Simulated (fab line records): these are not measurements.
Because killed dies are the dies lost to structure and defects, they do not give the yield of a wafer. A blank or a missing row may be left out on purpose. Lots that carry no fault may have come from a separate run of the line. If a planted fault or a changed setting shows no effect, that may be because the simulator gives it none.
fab line records -- flow nandHarc
record lots=11, wafers=33, lastDay=24
route steps=1159 shown A_M0@1008 END@1159
lots that met no fault: from a run of the same line without faults
startH: start of the lot's first displayed wafer, in hours after the record's first day -- waitH: hours elapsed since this lot's preceding step -- " unchanged from the row above -- L1.1+2: a row that stands for several wafers -- - value missing, or start not given -- * or withheld: withheld -- < > ~ a bound
route shown NAME@n: a module of which the file shows steps, and the number in the route of the first -- usual: mean and standard deviation over wafers with no fault -- same: alike in all rows -- chamber/n: place in a boat -- sites: each site's reading -- _std_site: standard deviation across them -- _edge_site: the outer-site mean with the inner-site mean subtracted -- radiusMm: how far each site lies from the wafer's centre -- mask NAME#n: copy n -- behind: the last tool/chamber to shape the wafer -- hold: reason for holding the lot/hours on hold/outcome of the hold -- device: transistor that didn't switch, given as n, p or np -- end of line: tests run on the same wafers once the route is complete -- for a step that has no rows: nothing shown but its recipe -- killed: dies lost to structure and defects at the first sort, not the wafer's yield -- map: dies across one wafer; x = killed, . = not, _ = none there
set.NAME: setting as actually run; set.NAME@STEP: the setting as run at that earlier step -- model.NAME: the simulator's own value behind a step, which no gauge read
a sample of lots followed through the steps of the route, with each step as a table and each wafer as a row
services: when a tool's chamber went out of use (startH, in hours from the record's first day, below 0 if earlier), for how many hours, and the reason
## steps
# step NHARC_A_M0_ETCH_34
# recipe targetDepthA=400, overetchA=120, timeS=43.94, ionEnergyEv=200, n2FlowSccm=150, h2FlowSccm=150, arFlowSccm=0, rfW=400, biasW=150, chemistry=N2/H2
# usual drypumpMotorCurrentA=5.8/0.32, h2FlowSccm=149.9/0.42, oesProductAu=1.000/0.0064, rfVppV=430.4/2.1, showerheadPlenumPTorr=2.04/0.072, throttleValvePct=14.171/0.0091
lot.wafer,tool,chamber,startH,waitH,drypumpMotorCurrentA,h2FlowSccm,oesProductAu,rfHoursCounterH,rfVppV,showerheadPlenumPTorr,throttleValvePct
L672.4,rieDiel-08,3,387.02,0.1,5.7,150.6,1.005,5,426.6,1.96,14.181
L672.6,rieDiel-08,0,387.02,0.1,5.7,150.1,0.995,-,428.7,2.00,14.166
L672.5,rieDiel-08,1,387.02,0.1,5.9,149.4,1.000,-,429.5,2.05,14.165
L673.4,rieDiel-08,2,402.48,0.1,5.8,149.9,1.003,6,433.9,2.19,14.189
L673.2,rieDiel-08,3,402.48,0.1,5.7,149.2,1.006,6,426.8,1.95,14.180
L673.6,rieDiel-08,1,402.48,0.1,5.9,149.6,0.991,-,430.7,2.05,14.177
L674.1,rieDiel-08,0,402.93,0.1,5.6,149.5,1.004,6,430.2,2.00,14.162
L674.2,rieDiel-08,1,402.93,0.1,5.9,149.8,0.992,6,430.4,2.05,14.159
L674.6,rieDiel-08,2,402.93,0.1,5.8,150.1,0.998,-,434.1,2.19,14.169
L675.1,rieDiel-04,0,408.17,0.1,6.5,150.1,0.997,8,430.4,2.05,14.171
L675.2,rieDiel-04,1,408.17,0.1,5.3,149.2,0.997,8,432.1,2.07,14.183
L675.5,rieDiel-04,2,408.17,0.1,5.8,149.2,0.996,-,431.7,2.06,14.149
L677.3,rieDiel-05,2,412.93,0.1,5.2,150.4,1.007,4,428.5,1.95,14.184
L677.1,rieDiel-05,3,412.93,0.1,6.4,149.2,0.994,3,430.3,2.05,14.167
L677.6,rieDiel-05,2,412.93,0.1,5.3,149.9,1.006,-,428.0,1.95,14.184
L676.3,rieDiel-08,3,417.33,0.1,5.7,150.5,0.999,8,427.7,1.95,14.183
L676.2,rieDiel-08,1,417.33,0.1,6.0,149.6,0.995,7,431.8,2.05,14.187
L676.4,rieDiel-08,2,417.33,0.1,5.8,150.2,1.005,8,433.9,2.19,14.154
L683.1,rieDiel-05,3,467.72,0.1,6.4,149.8,1.004,7,430.3,2.05,14.178
L683.4,rieDiel-05,2,467.72,0.1,5.3,150.2,1.001,8,429.2,1.95,14.179
L683.6,rieDiel-05,0,467.72,0.1,6.0,148.7,1.002,-,431.5,2.09,14.168
L692.2,rieDiel-04,3,522.65,0.1,5.5,149.6,0.998,3,430.6,2.03,14.164
L692.3,rieDiel-04,0,522.65,0.1,6.5,150.4,0.997,3,430.2,2.05,14.188
L692.4,rieDiel-04,2,522.65,0.1,5.8,150.2,1.006,4,431.1,2.06,14.167
L693.3,rieDiel-05,0,527.58,0.1,6.0,150.1,0.999,0,431.1,2.09,14.178
L693.2,rieDiel-05,1,527.58,0.1,5.8,150.4,0.995,0,429.6,1.97,14.169
L693.1,rieDiel-05,2,527.58,0.1,5.2,149.7,0.988,0,428.6,1.95,14.172
L694.2,rieDiel-08,2,537.07,0.1,5.8,149.8,0.992,2,435.1,2.19,14.152
L694.5,rieDiel-08,0,537.07,0.1,5.8,150.0,0.994,-,430.0,2.00,14.167
L694.6,rieDiel-08,2,537.07,0.1,5.8,149.6,1.003,-,434.3,2.19,14.167
L695.1,rieDiel-08,2,541.52,0.1,5.8,149.6,1.000,3,434.6,2.19,14.164
L695.3,rieDiel-08,0,541.52,0.1,5.7,150.3,0.997,3,429.2,2.00,14.168
L695.5,rieDiel-08,2,541.52,0.1,5.8,150.2,1.000,-,433.8,2.19,14.179
# step NHARC_A_M0_PRE_CLEAN_29
# recipe timeS=30, tempC=280, gas=H2/He
# usual heaterPowerW=411/45
lot.wafer,tool,chamber,startH,waitH,heaterPowerW
L672.4,pvdSputter-01,-,-,-,468
L672.6,pvdSputter-01,-,-,-,383
L672.5,pvdSputter-01,-,-,-,409
L673.4,pvdSputter-03,-,-,-,464
L673.2,pvdSputter-03,-,-,-,350
L673.6,pvdSputter-03,-,-,-,353
L674.1,pvdSputter-01,-,-,-,397
L674.2,pvdSputter-01,-,-,-,393
L674.6,pvdSputter-01,-,-,-,394
L675.1,pvdSputter-01,-,-,-,391
L675.2,pvdSputter-01,-,-,-,375
L675.5,pvdSputter-01,-,-,-,381
L677.3,pvdSputter-02,-,-,-,360
L677.1,pvdSputter-02,-,-,-,418
L677.6,pvdSputter-02,-,-,-,336
L676.2,pvdSputter-03,-,-,-,414
L676.3,pvdSputter-03,-,-,-,450
L676.4,pvdSputter-03,-,-,-,472
L683.1,pvdSputter-01,-,-,-,467
L683.4,pvdSputter-01,-,-,-,392
L683.6,pvdSputter-01,-,-,-,403
L692.3,pvdSputter-03,-,-,-,458
L692.2,pvdSputter-03,-,-,-,352
L692.4,pvdSputter-03,-,-,-,428
L693.1,pvdSputter-03,-,-,-,357
L693.2,pvdSputter-03,-,-,-,421
L693.3,pvdSputter-03,-,-,-,450
L694.2,pvdSputter-03,-,-,-,461
L694.5,pvdSputter-03,-,-,-,364
L694.6,pvdSputter-03,-,-,-,424
L695.1,pvdSputter-03,-,-,-,453
L695.3,pvdSputter-03,-,-,-,472
L695.5,pvdSputter-03,-,-,-,461
# step NHARC_A_M0_PVD_20
# recipe targetThkA=50, biasV=168.6, powerW=15000, chamberPressurePa=0.12, timeS=8.06, substrateTempC=50, material=TaN
# usual throttleValvePct=29.6/0.96, timeS=8.06/0
lot.wafer,tool,chamber,startH,waitH,throttleValvePct,timeS
L672.4,pvdSputter-01,-,388.00,-,28.6,8.06
L672.6,pvdSputter-01,-,388.00,-,30.0,8.06
L672.5,pvdSputter-01,-,388.00,-,30.2,8.06
L673.4,pvdSputter-03,-,403.43,-,29.2,8.06
L673.2,pvdSputter-03,-,403.43,-,30.8,8.06
L673.6,pvdSputter-03,-,403.43,-,29.3,8.06
L674.2,pvdSputter-01,-,403.87,-,28.8,8.06
L674.1,pvdSputter-01,-,403.87,-,30.8,8.06
L674.6,pvdSputter-01,-,403.87,-,28.6,8.06
L675.1,pvdSputter-01,-,409.13,-,30.7,8.06
L675.2,pvdSputter-01,-,409.13,-,28.9,8.06
L675.5,pvdSputter-01,-,409.13,-,30.9,8.06
L677.1,pvdSputter-02,-,413.87,-,28.4,8.06
L677.3,pvdSputter-02,-,413.87,-,30.1,8.06
L677.6,pvdSputter-02,-,413.87,-,30.8,8.06
L676.4,pvdSputter-03,-,418.29,-,28.6,8.06
L676.2,pvdSputter-03,-,418.29,-,30.3,8.06
L676.3,pvdSputter-03,-,418.29,-,29.4,8.06
L683.4,pvdSputter-01,-,468.69,-,30.0,8.06
L683.1,pvdSputter-01,-,468.69,-,29.8,8.06
L683.6,pvdSputter-01,-,468.69,-,28.6,12.131
L692.2,pvdSputter-03,-,523.65,-,29.2,8.06
L692.3,pvdSputter-03,-,523.65,-,30.2,8.06
L692.4,pvdSputter-03,-,523.65,-,27.9,8.06
L693.1,pvdSputter-03,-,528.57,-,29.2,8.06
L693.3,pvdSputter-03,-,528.57,-,27.9,8.06
L693.2,pvdSputter-03,-,528.57,-,29.3,8.06
L694.2,pvdSputter-03,-,538.07,-,27.8,8.06
L694.5,pvdSputter-03,-,538.07,-,29.2,8.06
L694.6,pvdSputter-03,-,538.07,-,28.9,8.06
L695.3,pvdSputter-03,-,542.49,-,29.5,8.06
L695.1,pvdSputter-03,-,542.49,-,27.7,8.06
L695.5,pvdSputter-03,-,542.49,-,29.1,8.06
# step NHARC_A_M0_PRE_CLEAN_31
# recipe timeS=12, tempC=370, rfPowerW=300, gas=NH3
# usual heaterPowerW=636/98
lot.wafer,tool,chamber,startH,waitH,heaterPowerW,sinceWetCleanH
L672.4,pecvd-04,0,389.53,0.1,845,-
L672.6,pecvd-04,1,389.53,0.1,596,-
L672.5,pecvd-04,2,389.53,0.1,710,-
L673.2,pecvd-02,2,404.95,0.1,573,58
L673.4,pecvd-02,2,404.95,0.1,579,-
L673.6,pecvd-02,1,404.95,0.1,536,-
L674.2,pecvd-03,2,405.40,0.1,683,100
L674.1,pecvd-03,0,405.40,0.1,575,100
L674.6,pecvd-03,1,405.40,0.1,687,-
L675.1,pecvd-03,1,410.65,0.1,669,105
L675.2,pecvd-03,0,410.65,0.1,655,105
L675.5,pecvd-03,2,410.65,0.1,684,-
L677.1,pecvd-03,0,415.50,0.1,671,110
L677.3,pecvd-03,1,415.50,0.1,735,110
L677.6,pecvd-03,0,415.50,0.1,658,-
L676.2,pecvd-03,0,420.00,0.2,552,115
L676.3,pecvd-03,2,420.00,0.2,680,115
L676.4,pecvd-03,0,420.00,0.2,564,-
L683.1,pecvd-03,1,470.40,0.1,767,165
L683.6,pecvd-03,0,470.40,0.1,643,-
L683.4,pecvd-03,2,470.40,0.1,665,-
L692.2,pecvd-03,1,525.17,0.1,693,39
L692.3,pecvd-03,2,525.17,0.1,657,39
L692.4,pecvd-03,2,525.17,0.1,656,-
L693.2,pecvd-02,1,530.16,0.1,560,2
L693.1,pecvd-02,2,530.16,0.1,680,2
L693.3,pecvd-02,0,530.16,0.1,540,2
L694.2,pecvd-04,1,539.57,0.1,542,150
L694.6,pecvd-04,1,539.57,0.1,552,-
L694.5,pecvd-04,2,539.57,0.1,723,-
L695.3,pecvd-03,2,544.01,0.1,662,58
L695.1,pecvd-03,0,544.01,0.1,616,58
L695.5,pecvd-03,0,544.01,0.1,627,-
# step NHARC_END_SORT_01
# recipe tempC=25
# usual defectLimitedYield=95.3/1.7, killedAtArray=28/12, killedAtOther=0.8/1.1, killedAtPeriphery=3.6/2.3, killedDies=32/12, killedOpen=3.4/1.9, killedShort=2.0/1.3, sort_bin_2_pct=1.4/0.61, sort_bin_3_pct=0.26/0.22, sort_bin_4_pct=3.0/1.2, sortNPass=645/12, sortRimYieldPct=95.8/2.9, sortYieldPct=95.3/1.7
# same grossDies=677, sort_bin_5_pct[%]=0, sort_bin_6_pct[%]=0, sort_bin_7_pct[%]=0, sort_bin_8_pct[%]=0, sortRimNGross=106.00
lot.wafer,tool,chamber,startH,waitH,defectLimitedYield[%],killedAtArray,killedAtOther,killedAtPeriphery,killedDies,killedOpen,killedShort,sort_bin_2_pct[%],sort_bin_3_pct[%],sort_bin_4_pct[%],sortNPass,sortRimYieldPct[%],sortYieldPct[%]
L676.2,prober-02,0,465.03,2.8,98.1,9,0,4,13,5,1,0.9,0,1.0,664,97.2,98.1
L676.3,prober-02,0,465.82,3.1,97.5,13,0,4,17,5,0,1.2,0.15,1.2,660,100.0,97.5
L676.4,prober-02,0,466.60,3.4,97.5,13,1,3,17,5,3,0.3,0.30,1.9,660,100.0,97.5
# killed by level:class
L676.2 P_GATE:chamberFilmFlake=2 A_CHANNEL_HOLE_D1:chamberFilmFlake=2 P_M2:geometricParticle:open=1 A_CHANNEL_HOLE_D1:geometricParticle:open=1 A_WL_FILL:geometricParticle:open=1 A_CONTACT:geometricParticle:open=1 A_M0:geometricParticle:short=1 A_M1:geometricParticle:open=1
L676.3 A_STAIRCASE:chamberFilmFlake=5 A_CONTACT:chamberFilmFlake=3 A_M0:geometricParticle:open=2 P_GATE:chamberFilmFlake=2 P_M1:geometricParticle:open=1 A_CONTACT:geometricParticle:open=1 A_BLC:geometricParticle:open=1 P_STI:chamberFilmFlake=1
L676.4 A_CONTACT:chamberFilmFlake=3 P_M0:geometricParticle:open=2 A_M0:geometricParticle:open=2 A_CHANNEL_HOLE_D1:chamberFilmFlake=2 A_STAIRCASE:chamberFilmFlake=2 A_ONON_D1:geometricParticle:open=1 A_WL_FILL:geometricParticle:short=1 A_M0:geometricParticle:short=1
## services
tool,chamber,startH,hours,kind
rieDiel-04,-,369.76,1.0,repair
pvdSputter-02,-,370.83,3.6,repair
rieDiel-04,2,373.23,4.6,repair
pecvd-04,-,376.22,13.0,pm
pvdSputter-03,-,380.24,1.5,repair
rieDiel-05,2,389.94,2.4,repair
pvdSputter-02,-,392.02,10.0,pm
pvdSputter-03,-,393.57,0.7,repair
pecvd-02,1,414.46,8.1,repair
rieDiel-08,0,418.30,7.6,repair
pvdSputter-03,-,420.85,6.7,repair
pvdSputter-01,-,428.68,8.1,repair
pecvd-02,0,429.67,5.2,repair
rieDiel-08,3,429.89,6.7,repair
pvdSputter-03,-,458.00,10.0,pm
rieDiel-04,-,466.13,9.0,pm
pecvd-02,1,470.44,17.1,repair
pecvd-03,-,473.39,13.0,pm
pecvd-02,0,477.34,2.7,repair
rieDiel-08,-,478.80,9.0,pm
rieDiel-08,0,493.91,5.7,repair
pvdSputter-01,-,514.02,10.0,pm
rieDiel-05,-,517.96,9.0,pm
rieDiel-08,1,522.87,20.4,repair
## key
firstSign step=NHARC_A_M0_PVD_20, reading=timeS, direction=up, sigmas=99+, usual=*, struck=*
effect none on later readings
metAt NHARC_A_M0_PVD_20
struckLots L683
struckWafers L683.6
notActingAt NHARC_A_M0_ETCH_34,NHARC_A_M0_PRE_CLEAN_29,NHARC_A_M0_PRE_CLEAN_31
onsetBetween 409.13 468.69
fault kind=processParameterDrift, tool=pvdSputter-01, chamber=-, onsetH=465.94, steps=NHARC_A_M0_PVD_20, channel=timeS, offset=*, shape=step, endH=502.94, scope=struckWafersOnly, actsIn=*, stated=*
